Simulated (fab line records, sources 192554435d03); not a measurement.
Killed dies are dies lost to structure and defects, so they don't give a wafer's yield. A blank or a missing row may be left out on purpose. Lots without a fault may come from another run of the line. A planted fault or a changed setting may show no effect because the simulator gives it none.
Which tool did it? | flow n5_finfet | 24 lots, 72 wafers sampled, at 6 steps of a route of 1938

WHAT THE GAUGES READ, wafer by wafer
The record holds no reading of a measuring or inspecting step that can be judged against a usual standard deviation.

WHICH TOOL RAN EACH LOT (tool, then ch and the chambers of the sampled wafers, then the start)
lot  | N5_BEOL_M2_STRIP_36                | N5_BEOL_M2_PRE_CLEAN_45      | N5_BEOL_M2_SPUTTER_48        | N5_BEOL_M2_ANNEAL_49         | N5_BEOL_M2_CO_CAP_55             | N5_BEOL_M3_HM_DEP_02
L074 | rie_diel-01 ch 0,3, day 7 04:04    | pvd_sputter-01, day 7 05:21  | pvd_sputter-03, day 7 06:05  | pvd_sputter-03, day 7 06:10  | cvd_co-01 ch 1,2, day 7 08:43    | pvd_sputter-01, day 7 11:51
L075 | rie_diel-04 ch 0,1,2, day 7 08:10  | pvd_sputter-03, day 7 08:38  | pvd_sputter-01, day 7 09:44  | pvd_sputter-01, day 7 09:50  | cvd_co-01 ch 0,1,2, day 7 12:28  | pvd_sputter-02, day 7 15:23
L076 | rie_diel-04 ch 0,1, day 7 20:05    | pvd_sputter-03, day 7 20:32  | pvd_sputter-01, day 7 21:39  | pvd_sputter-01, day 7 21:44  | cvd_co-01 ch 0,1,2, day 8 00:17  | pvd_sputter-03, day 8 02:31
L077 | rie_diel-01 ch 0,1, day 8 04:28    | pvd_sputter-03, day 8 05:40  | pvd_sputter-03, day 8 06:34  | pvd_sputter-03, day 8 06:39  | cvd_co-02 ch 0,1, day 8 09:28    | pvd_sputter-01, day 8 10:13
L078 | rie_diel-06 ch 1,3, day 8 08:46    | pvd_sputter-02, day 8 09:46  | pvd_sputter-01, day 8 10:39  | pvd_sputter-01, day 8 10:44  | cvd_co-01 ch 0,1,2, day 8 13:16  | pvd_sputter-01, day 8 15:51
L079 | rie_diel-04 ch 0,1,3, day 8 09:19  | pvd_sputter-02, day 8 10:00  | pvd_sputter-02, day 8 10:55  | pvd_sputter-02, day 8 11:00  | cvd_co-02 ch 0,1,2, day 8 13:33  | pvd_sputter-03, day 8 15:52
L080 | rie_diel-04 ch 1,2,3, day 8 16:13  | pvd_sputter-02, day 8 16:52  | pvd_sputter-02, day 8 17:29  | pvd_sputter-02, day 8 17:34  | cvd_co-02 ch 0,1,2, day 8 21:34  | pvd_sputter-03, day 8 23:14
L081 | rie_diel-06 ch 0,1,2, day 8 19:47  | pvd_sputter-02, day 8 20:14  | pvd_sputter-02, day 8 21:19  | pvd_sputter-02, day 8 21:24  | cvd_co-02 ch 1,2, day 8 23:58    | pvd_sputter-02, day 9 00:47
L082 | rie_diel-04 ch 1,2, day 9 00:20    | pvd_sputter-03, day 9 00:58  | pvd_sputter-02, day 9 01:40  | pvd_sputter-02, day 9 01:44  | cvd_co-02 ch 0,1, day 9 04:18    | pvd_sputter-02, day 9 06:16
L083 | rie_diel-04 ch 1,2, day 9 00:53    | pvd_sputter-03, day 9 01:29  | pvd_sputter-01, day 9 02:00  | pvd_sputter-01, day 9 02:05  | cvd_co-01 ch 0,1,2, day 10 19:05 | pvd_sputter-02, day 10 20:07
L084 | rie_diel-01 ch 2,3, day 10 17:05   | pvd_sputter-02, day 10 18:06 | pvd_sputter-01, day 10 18:43 | pvd_sputter-01, day 10 18:47 | cvd_co-02 ch 0,2, day 10 21:56   | pvd_sputter-02, day 10 23:32
L085 | rie_diel-01 ch 1,2,3, day 10 23:39 | pvd_sputter-03, day 11 00:25 | pvd_sputter-03, day 11 01:07 | pvd_sputter-03, day 11 01:12 | cvd_co-02 ch 1,2, day 11 03:44   | pvd_sputter-03, day 11 04:53
L086 | rie_diel-04 ch 0,1, day 10 23:47   | pvd_sputter-02, day 11 00:30 | pvd_sputter-02, day 11 01:18 | pvd_sputter-02, day 11 01:23 | cvd_co-02 ch 0,1, day 11 04:01   | pvd_sputter-03, day 11 05:26
L087 | rie_diel-01 ch 0,2,3, day 11 04:58 | pvd_sputter-01, day 11 05:47 | pvd_sputter-01, day 11 06:29 | pvd_sputter-01, day 11 06:34 | cvd_co-02 ch 1,2, day 11 09:09   | pvd_sputter-03, day 11 09:57
L088 | rie_diel-01 ch 0,2,3, day 11 08:32 | pvd_sputter-01, day 11 09:05 | pvd_sputter-03, day 11 10:03 | pvd_sputter-03, day 11 10:08 | cvd_co-01 ch 0,1,2, day 11 14:21 | pvd_sputter-01, day 11 16:20
L090 | rie_diel-04 ch 0,2,3, day 11 12:23 | pvd_sputter-02, day 11 13:19 | pvd_sputter-01, day 11 14:20 | pvd_sputter-01, day 11 14:25 | cvd_co-01 ch 0,1,2, day 11 16:59 | pvd_sputter-01, day 11 17:40
L089 | rie_diel-06 ch 2,3, day 11 12:52   | pvd_sputter-03, day 11 13:33 | pvd_sputter-02, day 11 14:35 | pvd_sputter-02, day 11 14:40 | cvd_co-02 ch 1,2, day 11 17:14   | pvd_sputter-01, day 11 17:46
L092 | rie_diel-01 ch 1,2,3, day 12 00:22 | pvd_sputter-03, day 12 00:47 | pvd_sputter-03, day 12 01:27 | pvd_sputter-03, day 12 01:32 | cvd_co-01 ch 0,2, day 12 04:05   | pvd_sputter-03, day 12 04:53
L091 | rie_diel-04 ch 2,3, day 12 06:01   | pvd_sputter-02, day 12 06:29 | pvd_sputter-01, day 12 08:31 | pvd_sputter-01, day 12 08:36 | cvd_co-01 ch 0,2, day 12 11:08   | pvd_sputter-01, day 12 12:24
L093 | rie_diel-06 ch 2,3, day 12 08:37   | pvd_sputter-03, day 12 09:40 | pvd_sputter-03, day 12 10:32 | pvd_sputter-03, day 12 10:37 | cvd_co-01 ch 1,2, day 12 13:17   | pvd_sputter-01, day 12 15:14
L094 | rie_diel-01 ch 0,2,3, day 12 11:50 | pvd_sputter-01, day 12 12:42 | pvd_sputter-01, day 12 13:19 | pvd_sputter-01, day 12 13:23 | cvd_co-01 ch 0,1, day 12 15:56   | pvd_sputter-03, day 12 18:31
L096 | rie_diel-04 ch 1,2,3, day 12 12:34 | pvd_sputter-03, day 12 13:07 | pvd_sputter-02, day 12 14:10 | pvd_sputter-02, day 12 14:14 | cvd_co-02 ch 0,1, day 12 16:47   | pvd_sputter-03, day 12 18:37
L095 | rie_diel-01 ch 0,2,3, day 12 14:55 | pvd_sputter-01, day 12 15:44 | pvd_sputter-03, day 12 16:22 | pvd_sputter-03, day 12 16:26 | cvd_co-02 ch 0,1,2, day 12 19:08 | pvd_sputter-03, day 12 19:34
L097 | rie_diel-04 ch 1,2,3, day 12 18:32 | pvd_sputter-02, day 12 19:11 | pvd_sputter-01, day 12 22:08 | pvd_sputter-01, day 12 22:13 | cvd_co-01 ch 0,1, day 13 00:46   | pvd_sputter-01, day 13 01:11
- N5_BEOL_M2_STRIP_36: strips in N2/H2.
- N5_BEOL_M2_PRE_CLEAN_45: time 30 s.
- N5_BEOL_M2_SPUTTER_48: material Cu, target thk 4.5 nm, time 8.29 s.
- N5_BEOL_M2_ANNEAL_49: time 240 s.
- N5_BEOL_M2_CO_CAP_55: material Co, precursor CCTBA/H2, target thk 2 nm, time 102.1 s.
- N5_BEOL_M3_HM_DEP_02: deposits TiN, target thk 20 nm.

WHAT THE TOOLS THEMSELVES READ (means of the sampled wafers that have a number; where no wafer has one, the mark that the record gives instead)
N5_BEOL_M2_STRIP_36.
lot  | tool        | drypump_motor_current_A (A) | h2_flow_sccm (sccm) | oes_product_au (a.u.) | rf_vpp_V (V) | showerhead_plenum_p_Torr (Torr) | throttle_valve_pct (%)
L074 | rie_diel-01 | 5.4                         | 199.8               | 0.91                  | 59.3         | 2.62                            | 23.2
L075 | rie_diel-04 | 6.1                         | 199.6               | 0.81                  | 60.9         | 2.58                            | 23.6
L076 | rie_diel-04 | 6.2                         | 199.2               | 0.79                  | 59.1         | 2.62                            | 23.6
L077 | rie_diel-01 | 5.7                         | 200.3               | 0.85                  | 59.8         | 2.67                            | 23.3
L078 | rie_diel-06 | 5.2                         | 199.9               | 0.74                  | 58.8         | 2.45                            | 23.4
L079 | rie_diel-04 | 5.9                         | 200.4               | 0.86                  | 58.9         | 2.60                            | 23.3
L080 | rie_diel-04 | 5.9                         | 199.9               | 0.79                  | 59.7         | 2.57                            | 23.5
L081 | rie_diel-06 | 5.5                         | 199.9               | 0.82                  | 59.4         | 2.58                            | 23.3
L082 | rie_diel-04 | 6.0                         | 200.3               | 0.72                  | 59.5         | 2.54                            | 23.8
L083 | rie_diel-04 | 6.0                         | 199.5               | 0.72                  | 59.4         | 2.54                            | 23.8
L084 | rie_diel-01 | 5.7                         | 200.3               | 0.83                  | 58.2         | 2.64                            | 23.3
L085 | rie_diel-01 | 5.5                         | 200.0               | 0.80                  | 59.4         | 2.62                            | 23.4
L086 | rie_diel-04 | 6.2                         | 199.9               | 0.84                  | 60.3         | 2.59                            | 23.5
L087 | rie_diel-01 | 5.7                         | 199.3               | 0.84                  | 60.5         | 2.65                            | 23.2
L088 | rie_diel-01 | 5.7                         | 199.9               | 0.84                  | 59.1         | 2.65                            | 23.2
L090 | rie_diel-04 | 5.8                         | 200.1               | 0.81                  | 58.8         | 2.55                            | 23.4
L089 | rie_diel-06 | 5.1                         | 200.0               | 0.76                  | 60.1         | 2.46                            | 23.3
L092 | rie_diel-01 | 5.5                         | 199.5               | 0.78                  | 57.7         | 2.61                            | 23.4
L091 | rie_diel-04 | 5.8                         | 200.1               | 0.75                  | 59.4         | 2.52                            | 23.5
L093 | rie_diel-06 | 5.2                         | 199.6               | 0.75                  | 58.3         | 2.46                            | 23.3
L094 | rie_diel-01 | 5.7                         | 200.1               | 0.82                  | 59.7         | 2.64                            | 23.2
L096 | rie_diel-04 | 5.9                         | 200.3               | 0.75                  | 59.8         | 2.56                            | 23.5
L095 | rie_diel-01 | 5.7                         | 200.3               | 0.82                  | 58.9         | 2.64                            | 23.2
L097 | rie_diel-04 | 5.9                         | 200.2               | 0.76                  | 58.7         | 2.55                            | 23.6

N5_BEOL_M2_PRE_CLEAN_45.
lot  | tool           | heater_power_w (W)
L074 | pvd_sputter-01 | 343
L075 | pvd_sputter-03 | 313
L076 | pvd_sputter-03 | 363
L077 | pvd_sputter-03 | 346
L078 | pvd_sputter-02 | 369
L079 | pvd_sputter-02 | 343
L080 | pvd_sputter-02 | 356
L081 | pvd_sputter-02 | 355
L082 | pvd_sputter-03 | 313
L083 | pvd_sputter-03 | 350
L084 | pvd_sputter-02 | 348
L085 | pvd_sputter-03 | 347
L086 | pvd_sputter-02 | 361
L087 | pvd_sputter-01 | 321
L088 | pvd_sputter-01 | 323
L090 | pvd_sputter-02 | 358
L089 | pvd_sputter-03 | 304
L092 | pvd_sputter-03 | 363
L091 | pvd_sputter-02 | 340
L093 | pvd_sputter-03 | 376
L094 | pvd_sputter-01 | 319
L096 | pvd_sputter-03 | 352
L095 | pvd_sputter-01 | 320
L097 | pvd_sputter-02 | 346

N5_BEOL_M2_SPUTTER_48.
lot  | tool           | chamber_pressure_pa (Pa) | throttle_valve_pct (%)
L074 | pvd_sputter-03 | 0.07                     | 30.0
L075 | pvd_sputter-01 | 0.07                     | 28.8
L076 | pvd_sputter-01 | 0.07                     | 29.4
L077 | pvd_sputter-03 | 0.07                     | 29.3
L078 | pvd_sputter-01 | 0.07                     | 29.4
L079 | pvd_sputter-02 | 0.07                     | 29.7
L080 | pvd_sputter-02 | 0.07                     | 30.0
L081 | pvd_sputter-02 | 0.07                     | 30.0
L082 | pvd_sputter-02 | 0.07                     | 29.6
L083 | pvd_sputter-01 | 0.07                     | 30.2
L084 | pvd_sputter-01 | 0.07                     | 30.7
L085 | pvd_sputter-03 | 0.07                     | 29.4
L086 | pvd_sputter-02 | 0.07                     | 29.6
L087 | pvd_sputter-01 | 0.07                     | 30.3
L088 | pvd_sputter-03 | 0.07                     | 29.3
L090 | pvd_sputter-01 | 0.07                     | 28.8
L089 | pvd_sputter-02 | 0.07                     | 29.9
L092 | pvd_sputter-03 | 0.07                     | 29.7
L091 | pvd_sputter-01 | 0.07                     | 30.1
L093 | pvd_sputter-03 | 0.07                     | 29.2
L094 | pvd_sputter-01 | 0.07                     | 29.7
L096 | pvd_sputter-02 | 0.07                     | 29.6
L095 | pvd_sputter-03 | 0.07                     | 29.5
L097 | pvd_sputter-01 | 0.07                     | 29.7

N5_BEOL_M2_ANNEAL_49.
lot  | tool           | heater_power_w (W)
L074 | pvd_sputter-03 | 852
L075 | pvd_sputter-01 | 787
L076 | pvd_sputter-01 | 849
L077 | pvd_sputter-03 | 869
L078 | pvd_sputter-01 | 846
L079 | pvd_sputter-02 | 855
L080 | pvd_sputter-02 | 857
L081 | pvd_sputter-02 | 855
L082 | pvd_sputter-02 | 888
L083 | pvd_sputter-01 | 832
L084 | pvd_sputter-01 | 794
L085 | pvd_sputter-03 | 872
L086 | pvd_sputter-02 | 878
L087 | pvd_sputter-01 | 803
L088 | pvd_sputter-03 | 862
L090 | pvd_sputter-01 | 834
L089 | pvd_sputter-02 | 858
L092 | pvd_sputter-03 | 783
L091 | pvd_sputter-01 | 773
L093 | pvd_sputter-03 | 809
L094 | pvd_sputter-01 | 797
L096 | pvd_sputter-02 | 875
L095 | pvd_sputter-03 | 871
L097 | pvd_sputter-01 | 840

N5_BEOL_M2_CO_CAP_55.
lot  | tool      | heater_power_w (W)
L074 | cvd_co-01 | 241
L075 | cvd_co-01 | 245
L076 | cvd_co-01 | 243
L077 | cvd_co-02 | 238
L078 | cvd_co-01 | 245
L079 | cvd_co-02 | 242
L080 | cvd_co-02 | 243
L081 | cvd_co-02 | 247
L082 | cvd_co-02 | 235
L083 | cvd_co-01 | 247
L084 | cvd_co-02 | 242
L085 | cvd_co-02 | 243
L086 | cvd_co-02 | 236
L087 | cvd_co-02 | 247
L088 | cvd_co-01 | 245
L090 | cvd_co-01 | 243
L089 | cvd_co-02 | 239
L092 | cvd_co-01 | 251
L091 | cvd_co-01 | 255
L093 | cvd_co-01 | 246
L094 | cvd_co-01 | 227
L096 | cvd_co-02 | 239
L095 | cvd_co-02 | 245
L097 | cvd_co-01 | 231

N5_BEOL_M3_HM_DEP_02.
lot  | tool           | chamber_pressure_pa (Pa) | throttle_valve_pct (%)
L074 | pvd_sputter-01 | 0.5000                   | 29.9
L075 | pvd_sputter-02 | 0.4997                   | 30.1
L076 | pvd_sputter-03 | 0.4992                   | 30.0
L077 | pvd_sputter-01 | 0.5002                   | 30.5
L078 | pvd_sputter-01 | 0.4999                   | 29.4
L079 | pvd_sputter-03 | 0.4991                   | 29.5
L080 | pvd_sputter-03 | 0.5001                   | 29.8
L081 | pvd_sputter-02 | 0.4994                   | 30.0
L082 | pvd_sputter-02 | 0.4996                   | 29.8
L083 | pvd_sputter-02 | 0.4999                   | 29.8
L084 | pvd_sputter-02 | 0.4999                   | 29.5
L085 | pvd_sputter-03 | 0.5006                   | 29.5
L086 | pvd_sputter-03 | 0.4996                   | 30.1
L087 | pvd_sputter-03 | 0.5009                   | 30.3
L088 | pvd_sputter-01 | 0.5001                   | 29.8
L090 | pvd_sputter-01 | 0.5005                   | 30.3
L089 | pvd_sputter-01 | 0.4994                   | 30.5
L092 | pvd_sputter-03 | 0.4999                   | 29.9
L091 | pvd_sputter-01 | 0.4998                   | 29.8
L093 | pvd_sputter-01 | 0.4993                   | 28.9
L094 | pvd_sputter-03 | 0.5003                   | 29.9
L096 | pvd_sputter-03 | 0.5005                   | 30.0
L095 | pvd_sputter-03 | 0.4986                   | 30.1
L097 | pvd_sputter-01 | 0.5002                   | 30.4

THE ANSWER, worked out from the rows above alone
Rule: what is usual is taken from the lots themselves. Put in order of their means at a reading, lots are off if they are a third of the lots or fewer, leave a main group of 4 or more, and stand apart from it by a gap of 3 or more times the standard deviation of the main group's means; of several such gaps the widest counts. A main group whose means are all the same, to the digits that the tables above print for the reading, isn't used. A lot without any number at a reading at which 4 lots or more have one is off too. The other lots that the step has rows for count as sound. The gauges are gone through in route order, then the tools' own readings, and for those a lot's mean is taken as printed above. The first step at which some lot is off is used, and at that step the reading that is off furthest; a lot without a number counts as furthest.
No lot is off at any reading shown: from this, nothing can be told.

WHAT THE SIMULATOR HAD PUT IN
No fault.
